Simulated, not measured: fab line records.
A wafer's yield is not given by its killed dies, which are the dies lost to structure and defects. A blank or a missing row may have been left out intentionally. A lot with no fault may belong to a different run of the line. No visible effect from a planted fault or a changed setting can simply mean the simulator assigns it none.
Which tool did it? -- flow n5Finfet -- 22 wafers from 8 lots sampled at 8 of the route's 1938 steps

WHAT THE GAUGES SHOWED, per wafer
N5_BEOL_M4_OCD_MEAS_38. Usual: trenchDepthNm 55.3 nm, standard deviation 1.3.
lot,measured,on,trenchDepthNm (nm),flag
L215,day 8 23:40,ocd-02,53.0 55.0 54.7,
L216,day 9 04:17,ocd-02,54.8 55.3 55.0,
L217,day 9 21:10,ocd-02,55.7 54.5 56.3,
L219,day 9 23:04,ocd-01,39.7 54.5,OFF
L221,day 10 07:01,ocd-02,40.4 54.7,OFF
L223,day 11 03:05,ocd-01,57.1 53.8 57.5,
L231,day 13 12:53,ocd-02,57.0 56.1 56.9,
L234,day 14 19:02,ocd-02,56.0 56.9 54.4,

N5_BEOL_M4_THK_MEAS_53: measures by xrf. Usual: for M4_THK the level is 39.5 nm and the standard deviation is 1.7.
lot,measured,on,M4_THK (nm),flag
L215,day 9 04:48,filmMetro-02,37.0 39.3 39.7,
L216,day 9 08:04,filmMetro-02,40.0 38.9 38.7,
L217,day 10 01:20,filmMetro-01,40.9 40.2 40.8,
L219,day 10 03:54,filmMetro-01,23.5 37.6,OFF
L221,day 10 18:04,filmMetro-01,23.3 38.3,OFF
L223,day 11 06:40,filmMetro-02,41.0 37.6 41.3,
L231,day 13 16:46,filmMetro-02,40.8 39.4 40.5,
L234,day 15 03:32,filmMetro-01,39.2 39.8 36.9,

N5_BEOL_M4_RS_MEAS_58: a four-point-probe measurement. Usual: for M4_RS the level is 0.68 ohm/sq and the standard deviation is 0.036.
lot,measured,on,M4_RS (ohm/sq),flag
L215,day 9 05:23,filmMetro-02,0.74 0.68 0.68,
L216,day 9 08:20,filmMetro-01,0.67 0.69 0.70,
L217,day 10 01:37,filmMetro-02,0.65 0.66 0.65,
L219,day 10 04:11,filmMetro-01,1.36 0.72,OFF
L221,day 10 18:19,filmMetro-01,1.37 0.71,OFF
L223,day 11 06:55,filmMetro-01,0.65 0.72 0.64,
L231,day 13 17:01,filmMetro-01,0.66 0.68 0.66,
L234,day 15 03:48,filmMetro-01,0.68 0.66 0.73,

N5_BEOL_M4_RC_MEAS_101. Usual: DIBL_N 36.2 mV/V, standard deviation 1.6; DIBL_P 36.1 mV/V, standard deviation 2; IOFF_N 0.16 nA/um, standard deviation 0.032; IOFF_P 0.22 nA/um, standard deviation 0.036; ION_N 672 uA/um, standard deviation 11; ION_P 463 uA/um, standard deviation 7.5; SERP_M4 200 ohm/um, standard deviation 15; SERP_M4_max_site 214 ohm/um, standard deviation 17; SS_N 71.4 mV/dec, standard deviation 0.58; SS_P 73.2 mV/dec, standard deviation 0.67; VT_N 250 mV, standard deviation 3.3; VT_P -250 mV, standard deviation 3.3.
lot,measured,on,DIBL_N (mV/V),DIBL_P (mV/V),IOFF_N (nA/um),IOFF_P (nA/um),ION_N (uA/um),ION_P (uA/um),SERP_M4 (ohm/um),SERP_M4_max_site (ohm/um),SS_N (mV/dec),SS_P (mV/dec),VT_N (mV),VT_P (mV),flag
L215,day 9 05:44,prober-01,38.3 35.9 36.2,35.2 32.5 33.4,0.17 0.13 0.13,0.21 0.18 0.19,679 662 671,465 458 460,226 206 204,245 214 216,71.6 71.3 71.5,73.2 71.8 72.3,248 248 251,-249 -251 -250,
L216,day 9 08:32,prober-01,37.3 36.5 34.3,36.4 34.5 33.2,0.17 0.17 0.13,0.23 0.20 0.18,673 678 668,467 459 457,204 207 226,211 218 247,71.5 71.8 70.1,73.2 72.7 72.1,250 247 249,-247 -249 -250,
L217,day 10 01:50,prober-02,36.2 35.3 37.4,36.8 34.3 39.0,0.15 0.12 0.18,0.20 0.17 0.23,654 665 671,455 461 458,175 191 197,182 203 210,72.1 71.8 71.7,73.0 72.3 74.2,252 255 248,-251 -253 -250,
L219,day 10 04:14,prober-01,37.7 35.2,38.2 35.4,0.22 0.16,0.30 0.24,675 667,464 466,381 214,407 223,71.6 70.4,74.1 73.9,245 250,-245 -245,OFF
L221,day 10 18:22,prober-02,36.8 36.4,37.0 36.5,0.18 0.18,0.23 0.22,673 676,461 470,359 204,377 215,71.7 71.3,73.3 73.8,248 249,-250 -251,OFF
L223,day 11 06:59,prober-02,33.7 35.4 36.2,33.0 35.0 35.8,0.12 0.15 0.18,0.19 0.23 0.23,657 681 686,461 468 474,211 212 180,221 226 185,70.5 71.2 71.4,72.0 72.8 73.0,252 250 247,-246 -245 -244,
L231,day 13 17:14,prober-02,40.5 37.6 38.3,38.1 34.2 34.9,0.21 0.15 0.16,0.27 0.20 0.20,666 660 653,462 462 457,183 188 182,200 199 193,71.8 71.4 71.7,73.7 72.6 72.8,246 250 251,-247 -250 -250,
L234,day 15 03:51,prober-02,38.7 36.5 34.7,39.5 37.2 35.7,0.20 0.16 0.13,0.25 0.22 0.20,694 679 661,469 470 465,198 211 221,210 221 230,72.4 72.2 71.4,73.6 73.4 72.2,244 250 252,-246 -247 -252,

EACH LOT AND THE TOOL THAT RAN IT (in order: tool; ch and the chambers of the sampled wafers; start)
lot,N5_BEOL_M4_DESCUM_33,N5_BEOL_M4_ALD_98,N5_BEOL_M4_TRENCH_ETCH_37,N5_BEOL_M4_PRE_CLEAN_45
L215,"rieDiel-02 ch 1,2, day 8 19:05","aldSin-04 ch 2,3, day 8 19:23","rieDiel-02 ch 0,1,3, day 8 23:31","pvdSputter-02, day 8 23:59"
L216,"rieDiel-01 ch 0,1,2, day 8 23:31","aldSin-02 ch 2,3, day 8 23:39","rieDiel-02 ch 0,3, day 9 04:08","pvdSputter-03, day 9 04:47"
L217,"rieDiel-02 ch 1,2,3, day 9 12:28","aldSin-04 ch 2,3, day 9 12:40","rieDiel-01 ch 0,2, day 9 21:00","pvdSputter-03, day 9 21:46"
L219,"rieDiel-01 ch 1, day 9 16:34","aldSin-02 ch 0, day 9 18:01","rieDiel-02 ch 0, day 9 22:55","pvdSputter-02, day 10 00:46"
L221,"rieDiel-01 ch 2, day 10 05:31","aldSin-04 ch 1,2, day 10 06:12","rieDiel-02 ch 2,3, day 10 06:52","pvdSputter-01, day 10 07:41"
L223,"rieDiel-06 ch 1,2,3, day 11 00:46","aldSin-02 ch 0,1,2, day 11 00:54","rieDiel-01 ch 0,1,3, day 11 02:56","pvdSputter-03, day 11 03:30"
L231,"rieDiel-02 ch 0,1,2, day 13 07:46","aldSin-03 ch 1,3, day 13 07:54","rieDiel-01 ch 1,2, day 13 12:44","pvdSputter-01, day 13 13:32"
L234,"rieDiel-01 ch 2,3, day 14 08:08","aldSin-04 ch 0,2,3, day 14 08:34","rieDiel-02 ch 0,3, day 14 18:52","pvdSputter-01, day 14 19:32"
- N5_BEOL_M4_DESCUM_33: chemistry O2, time 7 s.
- N5_BEOL_M4_ALD_98: deposits SiO2, target thk 2.5 nm, pulse time 1 s, co reactant pulse time 1 s.
- N5_BEOL_M4_TRENCH_ETCH_37: etches SiOC in C4F6/O2, target depth 55.555 nm, time 29.2 s.
- N5_BEOL_M4_PRE_CLEAN_45: time 30 s.

AS READ BY THE TOOLS THEMSELVES (means over the sampled wafers that have a number; for cases with no such wafer, the mark the record gives instead)
N5_BEOL_M4_DESCUM_33. Usual: biasPowerW is 19.99 W with standard deviation 0.064, drypumpMotorCurrentA is 5.7 A with standard deviation 0.53, oesProductAu is 0.85 a.u. with standard deviation 0.098, rfFwdPowerW is 49.45 W with standard deviation 0.24, rfVppV is 243.0 V with standard deviation 1.6, showerheadPlenumPTorr is 2.09 Torr with standard deviation 0.086, and throttleValvePct is 20.32 % with standard deviation 0.22.
lot,tool,biasPowerW (W),drypumpMotorCurrentA (A),oesProductAu (a.u.),rfFwdPowerW (W),rfVppV (V),showerheadPlenumPTorr (Torr),throttleValvePct (%),flag
L215,rieDiel-02,20.02,5.4,0.86,49.67,243.3,2.15,20.38,
L216,rieDiel-01,19.96,5.9,0.90,49.29,242.7,2.06,20.22,
L217,rieDiel-02,19.93,5.7,0.76,49.57,242.8,2.06,20.29,
L219,rieDiel-01,20.09,6.7,0.94,48.93,241.8,2.05,20.46,
L221,rieDiel-01,19.98,5.2,0.94,49.61,241.5,2.06,19.94,
L223,rieDiel-06,19.96,5.2,0.83,49.35,242.9,2.09,20.36,
L231,rieDiel-02,19.99,5.4,0.83,49.58,244.2,2.14,20.37,
L234,rieDiel-01,20.06,5.5,0.87,49.75,242.2,2.05,20.19,

N5_BEOL_M4_ALD_98. Usual: heaterPowerW 77 W, standard deviation 4.1; precursorPulseHeightRel 1.000, standard deviation 0.018; susceptorTempC 100.00 C, standard deviation 0.13.
lot,tool,heaterPowerW (W),precursorPulseHeightRel,susceptorTempC (C),flag
L215,aldSin-04,77,0.993,100.03,
L216,aldSin-02,72,1.012,100.07,
L217,aldSin-04,77,1.006,99.95,
L219,aldSin-02,86,0.988,99.91,
L221,aldSin-04,76,0.993,99.94,
L223,aldSin-02,79,1.025,100.05,
L231,aldSin-03,77,1.012,100.12,
L234,aldSin-04,77,1.015,100.03,

N5_BEOL_M4_TRENCH_ETCH_37. Usual: drypumpMotorCurrentA is 5.8 A with standard deviation 0.55, oesProductAu is 0.82 a.u. with standard deviation 0.1, rfFwdPowerW is 350.7 W with standard deviation 1.8, rfVppV is 658 V with standard deviation 9.7, runLengthS is 52.3 s with standard deviation 0.39, showerheadPlenumPTorr is 2.81 Torr with standard deviation 0.1, and throttleValvePct is 20.78 % with standard deviation 0.22.
lot,tool,drypumpMotorCurrentA (A),oesProductAu (a.u.),rfFwdPowerW (W),rfVppV (V),runLengthS (s),showerheadPlenumPTorr (Torr),throttleValvePct (%),flag
L215,rieDiel-02,5.8,0.68,350.7,653,52.9,2.70,20.79,
L216,rieDiel-02,6.2,0.70,350.5,651,52.3,2.70,20.66,
L217,rieDiel-01,5.4,0.89,351.3,667,52.2,2.82,20.53,
L219,rieDiel-02,5.5,0.71,351.2,645,48.2,2.69,20.84,OFF
L221,rieDiel-02,6.0,0.80,351.6,661,48.6,2.85,20.67,OFF
L223,rieDiel-01,6.3,0.85,349.2,655,52.2,2.82,20.94,
L231,rieDiel-01,6.2,0.88,348.9,660,52.4,2.77,20.75,
L234,rieDiel-02,6.2,0.88,350.8,658,52.2,2.90,20.46,

N5_BEOL_M4_PRE_CLEAN_45. Usual: heaterPowerW 320 W, standard deviation 37; susceptorTempC 250.01 C, standard deviation 0.18.
lot,tool,heaterPowerW (W),susceptorTempC (C),flag
L215,pvdSputter-02,349,249.94,
L216,pvdSputter-03,309,249.84,
L217,pvdSputter-03,293,249.85,
L219,pvdSputter-02,414,249.73,
L221,pvdSputter-01,318,250.18,
L223,pvdSputter-03,308,250.04,
L231,pvdSputter-01,334,250.02,
L234,pvdSputter-01,361,250.09,

THE ANSWER, worked out from the rows above alone
Rule: lot off if the mean of its wafers having a number is beyond 3 standard deviations from the usual mean. Also off: a lot with no number at a reading for which 4 or more lots have one. Where the step has rows for the other lots, those lots are counted as sound. First the gauges in route order, then the tools' own readings, where a lot's mean is used as printed above. At the first step where some lot is off, the reading lying furthest off is the one used; lots without a number count as furthest.
Off at N5_BEOL_M4_OCD_MEAS_38 (trenchDepthNm): L219, L221.
A tool fits if, at a process step before that reading, it ran every lot that is off, and no sound lot after the first of them. The gauges at N5_BEOL_M4_OCD_MEAS_38 aren't tried: what is off there is off at N5_BEOL_M4_THK_MEAS_53 too, on other tools, and a gauge's error can't cause that. Not one of the candidates tried fits.

WHAT WAS PUT IN BY THE SIMULATOR
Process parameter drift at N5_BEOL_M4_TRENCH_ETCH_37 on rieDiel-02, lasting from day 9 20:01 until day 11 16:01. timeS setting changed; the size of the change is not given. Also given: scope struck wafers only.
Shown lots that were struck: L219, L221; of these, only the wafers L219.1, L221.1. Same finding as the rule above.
